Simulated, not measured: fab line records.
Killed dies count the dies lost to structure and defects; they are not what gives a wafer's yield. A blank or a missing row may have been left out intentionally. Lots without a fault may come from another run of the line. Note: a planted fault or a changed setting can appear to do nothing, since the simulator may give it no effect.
The same fault as seen by 2 desks | flow nandHarc | numbers are kept per desk, each desk with only its own; the story behind them comes last

AT THE METROLOGY DESK
Lot by lot, what the gauges showed, no matter which tool ran the lot: averages of those sampled wafers that carry a number. Any lot whose mean is over 4 standard deviations away from the usual mean is out of limits and marked OUT; that distance is given in the brackets.
Columns: A = cdNm at NHARC_A_M0_CD_MEAS_09, usual 80.2 nm
lot  | first seen here | A
L196 | day 22 23:26    | 81.2
L197 | day 23 01:15    | 80.1
L198 | day 23 16:50    | 80.3
L200 | day 23 21:42    | 80.6
L199 | day 23 23:31    | 80.1
L201 | day 24 14:58    | 81.1
L204 | day 25 22:57    | 80.1
L203 | day 25 23:38    | 79.4
L205 | day 26 11:24    | 79.6
L206 | day 26 20:19    | 80.4
L211 | day 28 22:10    | 80.3
L212 | day 29 12:10    | 99.8 (+24) OUT
L213 | day 29 23:31    | 98.6 (+22) OUT
L214 | day 30 11:06    | 79.7
This desk's finding: out of limits on L212, L213; first on L212, day 29 12:10 (cdNm at NHARC_A_M0_CD_MEAS_09). L196, L197, L198, L200, L199, L201, L204, L203, L205, L206, L211, L214 stayed within limits.

FOR THE TOOL OWNER'S DESK: lithoTrack-04
The tool's own readings at NHARC_A_M0_PEB_07 (peb time 65 s): means of the sampled wafers that have a number, for each lot that ran on this tool. Any lot whose mean is over 4 standard deviations away from the usual mean is out of limits and marked OUT; that distance is given in the brackets.
Columns: A = heaterPowerTotalW at NHARC_A_M0_PEB_07, usual 156.6 W; B = plateTempC at NHARC_A_M0_PEB_07, usual 100.02 C
lot  | first seen here | A               | B
L201 | day 24 14:53    | 156.9           | 100.04
L203 | day 25 23:34    | 156.6           | 100.01
L205 | day 26 11:19    | 156.3           | 100.01
L212 | day 29 12:05    | 168.4 (+27) OUT | 105.57 (+43) OUT
L213 | day 29 23:26    | 168.2 (+27) OUT | 105.59 (+43) OUT
This desk's finding: out of limits on L212, L213; first on L212, day 29 12:05 (heaterPowerTotalW at NHARC_A_M0_PEB_07). L201, L203, L205 stayed within limits.

BROUGHT TOGETHER
The tool owner's desk could have raised an alarm at day 29 12:05, on L212, L213.
At day 29 12:10 the metrology desk could have sounded an alarm, on L212, L213.
The lots listed all ran NHARC_A_M0_PEB_07 on lithoTrack-04.

WHAT HAD BEEN PUT IN BY THE SIMULATOR
Drift in process parameters on lithoTrack-04 at NHARC_A_M0_PEB_07, starting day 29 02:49. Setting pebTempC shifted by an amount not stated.
Lots struck among those shown: L212, L213.
Delay (hours) between the fault's onset and each desk's first out-of-limits reading: 9 at the tool owner's desk, 9 at the metrology desk.
